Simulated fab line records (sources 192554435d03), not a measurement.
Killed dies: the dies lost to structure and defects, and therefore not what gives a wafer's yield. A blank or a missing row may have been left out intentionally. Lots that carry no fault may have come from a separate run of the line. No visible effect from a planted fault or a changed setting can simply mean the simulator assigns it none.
What tool caused it? | flow n5-finfet | 24 lots, 72 wafers sampled, at 4 steps of a route of 1938

## WHAT EACH GAUGE READ, for each wafer
N5_BEOL_M8_CD_MEAS_18: pitch 80 nm, target cd 40 nm.
lot  | measured     | on        | cd-nm (nm)
L074 | day 10 07:10 | cd-sem-03 | 39.4 40.4 40.1
L075 | day 10 10:55 | cd-sem-01 | 39.3 40.3 40.8
L078 | day 12 10:04 | cd-sem-02 | 38.9 39.7 40.1
L077 | day 12 13:11 | cd-sem-02 | 39.0 39.2 39.1
L079 | day 13 04:22 | cd-sem-01 | 40.4 40.7 40.2
L080 | day 13 09:07 | cd-sem-02 | 40.5 40.4 39.9
L081 | day 13 15:43 | cd-sem-01 | 40.5 40.5 40.2
L082 | day 13 23:05 | cd-sem-03 | 40.2 40.1 40.2
L083 | day 14 09:13 | cd-sem-03 | 39.6 39.4 40.4
L084 | day 14 18:42 | cd-sem-01 | 38.3 39.5 38.7
L085 | day 14 20:11 | cd-sem-03 | 40.3 40.6 40.1
L087 | day 14 22:25 | cd-sem-01 | 40.0 40.8 39.7
L086 | day 14 22:28 | cd-sem-02 | 39.8 40.1 39.5
L076 | day 15 08:15 | cd-sem-01 | 40.4 40.2 39.9
L089 | day 15 08:31 | cd-sem-01 | 40.5 40.7 40.8
L090 | day 15 18:11 | cd-sem-01 | 39.7 39.9 39.9
L091 | day 16 06:02 | cd-sem-02 | 40.0 39.6 39.7
L088 | day 16 10:46 | cd-sem-02 | 40.2 40.7 41.2
L092 | day 16 15:30 | cd-sem-02 | 40.7 40.4 38.6
L094 | day 16 16:04 | cd-sem-02 | 40.8 40.1 40.2
L093 | day 16 17:20 | cd-sem-02 | 40.8 40.3 40.2
L095 | day 16 20:02 | cd-sem-03 | 39.4 39.9 39.5
L096 | day 16 22:45 | cd-sem-03 | 39.1 39.8 39.1
L097 | day 17 01:20 | cd-sem-02 | 40.2 41.0 40.2

N5_BEOL_M8_CD_MEAS_28 targets a cd of 40 nm.
lot  | measured     | on        | cd-nm (nm)
L074 | day 10 09:56 | cd-sem-01 | 40.12 40.20 40.10
L075 | day 10 12:59 | cd-sem-01 | 40.26 40.15 39.91
L078 | day 12 11:05 | cd-sem-01 | 40.37 40.14 39.93
L077 | day 12 16:11 | cd-sem-03 | 40.37 40.11 40.32
L079 | day 13 07:02 | cd-sem-02 | 39.88 40.28 40.70
L080 | day 13 10:39 | cd-sem-03 | 39.69 39.98 40.36
L081 | day 13 17:26 | cd-sem-01 | 39.85 39.94 39.62
L082 | day 14 02:18 | cd-sem-03 | 40.17 40.41 39.99
L083 | day 14 09:35 | cd-sem-02 | 39.73 40.04 40.23
L084 | day 14 20:32 | cd-sem-02 | 39.98 40.11 40.30
L085 | day 14 20:34 | cd-sem-01 | 40.19 39.85 40.25
L087 | day 14 22:44 | cd-sem-01 | 39.86 40.29 39.73
L086 | day 14 22:54 | cd-sem-02 | 40.38 39.93 40.15
L076 | day 15 09:53 | cd-sem-01 | 40.39 40.33 40.02
L089 | day 15 10:04 | cd-sem-03 | 40.02 40.19 39.92
L090 | day 15 19:41 | cd-sem-01 | 40.43 40.50 40.33
L091 | day 16 06:30 | cd-sem-01 | 40.01 40.20 40.24
L088 | day 16 13:59 | cd-sem-03 | 40.30 40.08 40.35
L092 | day 16 17:47 | cd-sem-02 | 40.11 40.40 40.32
L094 | day 16 17:49 | cd-sem-03 | 40.49 40.23 39.95
L093 | day 16 17:54 | cd-sem-02 | 40.57 40.21 40.57
L095 | day 16 20:21 | cd-sem-02 | 39.92 40.11 39.64
L096 | day 16 23:26 | cd-sem-01 | 39.64 39.69 39.83
L097 | day 17 03:19 | cd-sem-03 | 40.34 40.37 39.99

N5_BEOL_M8_INSPECT_30: inspects for defects (brightfield).
lot  | measured     | on                | raw-defect-count
L074 | day 10 10:02 | defect-inspect-01 | 406 334 364
L075 | day 10 13:04 | defect-inspect-02 | 341 437 378
L078 | day 12 11:10 | defect-inspect-01 | 219 220 255
L077 | day 12 16:17 | defect-inspect-01 | 371 485 408
L079 | day 13 07:07 | defect-inspect-01 | 400 311 329
L080 | day 13 10:44 | defect-inspect-02 | 332 578 532
L081 | day 13 17:32 | defect-inspect-02 | 343 259 280
L082 | day 14 02:23 | defect-inspect-02 | 550 453 513
L083 | day 14 09:40 | defect-inspect-01 | 452 513 397
L084 | day 14 20:37 | defect-inspect-02 | 345 444 434
L085 | day 14 20:40 | defect-inspect-02 | 321 396 411
L087 | day 14 22:49 | defect-inspect-02 | 492 522 600
L086 | day 14 22:59 | defect-inspect-02 | 390 357 338
L076 | day 15 09:59 | defect-inspect-01 | 369 280 296
L089 | day 15 10:09 | defect-inspect-02 | 362 535 372
L090 | day 15 19:47 | defect-inspect-01 | 217 447 407
L091 | day 16 06:35 | defect-inspect-02 | 412 413 323
L088 | day 16 14:05 | defect-inspect-02 | 283 276 287
L092 | day 16 17:55 | defect-inspect-02 | 536 388 350
L094 | day 16 17:56 | defect-inspect-02 | 451 488 297
L093 | day 16 18:00 | defect-inspect-02 | 405 438 266
L095 | day 16 20:26 | defect-inspect-02 | 355 274 454
L096 | day 16 23:31 | defect-inspect-02 | 409 429 377
L097 | day 17 03:24 | defect-inspect-02 | 498 447 512

## EACH LOT AND THE TOOL THAT RAN IT (in order: tool; ch and the chambers of the sampled wafers; start)
lot  | N5_BEOL_M8_HM_OPEN_17
L074 | rie-metal-03 ch 0,1, day 10 06:59
L075 | rie-metal-03 ch 0,1, day 10 10:44
L078 | rie-metal-02 ch 0,1, day 12 09:52
L077 | rie-metal-03 ch 0,1, day 12 12:49
L079 | rie-metal-01 ch 0,1, day 13 04:11
L080 | rie-metal-03 ch 0, day 13 08:52
L081 | rie-metal-03 ch 0,1, day 13 15:22
L082 | rie-metal-02 ch 0,1, day 13 22:55
L083 | rie-metal-01 ch 0,1, day 14 09:02
L084 | rie-metal-01 ch 0,1, day 14 18:19
L085 | rie-metal-03 ch 0, day 14 19:51
L087 | rie-metal-02 ch 0,1, day 14 22:12
L086 | rie-metal-03 ch 0,1, day 14 22:16
L076 | rie-metal-02 ch 1, day 15 08:02
L089 | rie-metal-03 ch 0,1, day 15 08:20
L090 | rie-metal-03 ch 0,1, day 15 17:55
L091 | rie-metal-01 ch 0,1, day 16 05:47
L088 | rie-metal-02 ch 0,1, day 16 10:29
L092 | rie-metal-02 ch 0,1, day 16 15:19
L094 | rie-metal-02 ch 0,1, day 16 15:45
L093 | rie-metal-03 ch 0,1, day 16 17:10
L095 | rie-metal-01 ch 0,1, day 16 19:47
L096 | rie-metal-01 ch 0,1, day 16 22:22
L097 | rie-metal-03 ch 0,1, day 17 01:08
- N5_BEOL_M8_HM_OPEN_17: chemistry Cl2/BCl3, target TiN, target depth 20 nm, overetch 6 nm.

## WHAT THE TOOLS THEMSELVES READ (means of the sampled wafers that have a number; where no wafer has one, the mark that the record gives instead)
N5_BEOL_M8_HM_OPEN_17.
lot  | tool         | drypump-motor-current-A (A) | mfc-ar-sccm (sccm) | oes-product-au (a.u.) | throttle-valve-pct (%)
L074 | rie-metal-03 | 6.2                         | 24.99              | 0.66                  | 22.16
L075 | rie-metal-03 | 6.2                         | 25.05              | 0.66                  | 22.15
L078 | rie-metal-02 | 5.6                         | 25.00              | 0.70                  | 22.10
L077 | rie-metal-03 | 6.2                         | 25.01              | 0.65                  | 22.16
L079 | rie-metal-01 | 6.0                         | 25.08              | 0.64                  | 22.41
L080 | rie-metal-03 | 6.3                         | 25.07              | 0.70                  | 22.13
L081 | rie-metal-03 | 6.1                         | 24.94              | 0.79                  | 22.18
L082 | rie-metal-02 | 5.6                         | 25.05              | 0.70                  | 22.08
L083 | rie-metal-01 | 6.0                         | 25.01              | 0.64                  | 22.41
L084 | rie-metal-01 | 6.0                         | 25.08              | 0.63                  | 22.43
L085 | rie-metal-03 | 6.3                         | 25.00              | 0.69                  | 22.14
L087 | rie-metal-02 | 5.3                         | 24.95              | 0.70                  | 21.93
L086 | rie-metal-03 | 6.1                         | 24.98              | 0.79                  | 22.17
L076 | rie-metal-02 | 5.0                         | 25.04              | 0.70                  | 21.76
L089 | rie-metal-03 | 6.1                         | 25.02              | 0.78                  | 22.18
L090 | rie-metal-03 | 6.2                         | 24.97              | 0.73                  | 22.16
L091 | rie-metal-01 | 6.0                         | 25.06              | 0.64                  | 22.42
L088 | rie-metal-02 | 5.3                         | 25.04              | 0.68                  | 21.94
L092 | rie-metal-02 | 5.3                         | 24.92              | 0.70                  | 21.92
L094 | rie-metal-02 | 5.6                         | 24.98              | 0.68                  | 22.11
L093 | rie-metal-03 | 6.2                         | 25.06              | 0.72                  | 22.17
L095 | rie-metal-01 | 6.0                         | 24.95              | 0.63                  | 22.42
L096 | rie-metal-01 | 5.9                         | 25.02              | 0.63                  | 22.23
L097 | rie-metal-03 | 6.1                         | 25.05              | 0.75                  | 22.17

## THE ANSWER, worked out from the rows above alone
Rule: the lots themselves supply what counts as usual. Put in order of their means at a reading, lots are off if they are a third of the lots or fewer, leave a main group of 4 or more, and stand apart from it by a gap of 3 or more times the standard deviation of the main group's means; of several such gaps the widest counts. Not used: any main group whose means are identical at the precision the tables above print for the reading. Also off: a lot with no number at a reading for which 4 or more lots have one. All remaining lots with rows at the step are treated as sound. Order of review: gauges by route order, followed by the tools' own readings, for which a lot's mean as printed above is used. The first step at which some lot is off is used, and at that step the reading that is off furthest; a lot without a number counts as furthest.
None of the lots is off at any reading shown; this tells nothing.

## WHAT THE SIMULATOR HAD INSERTED
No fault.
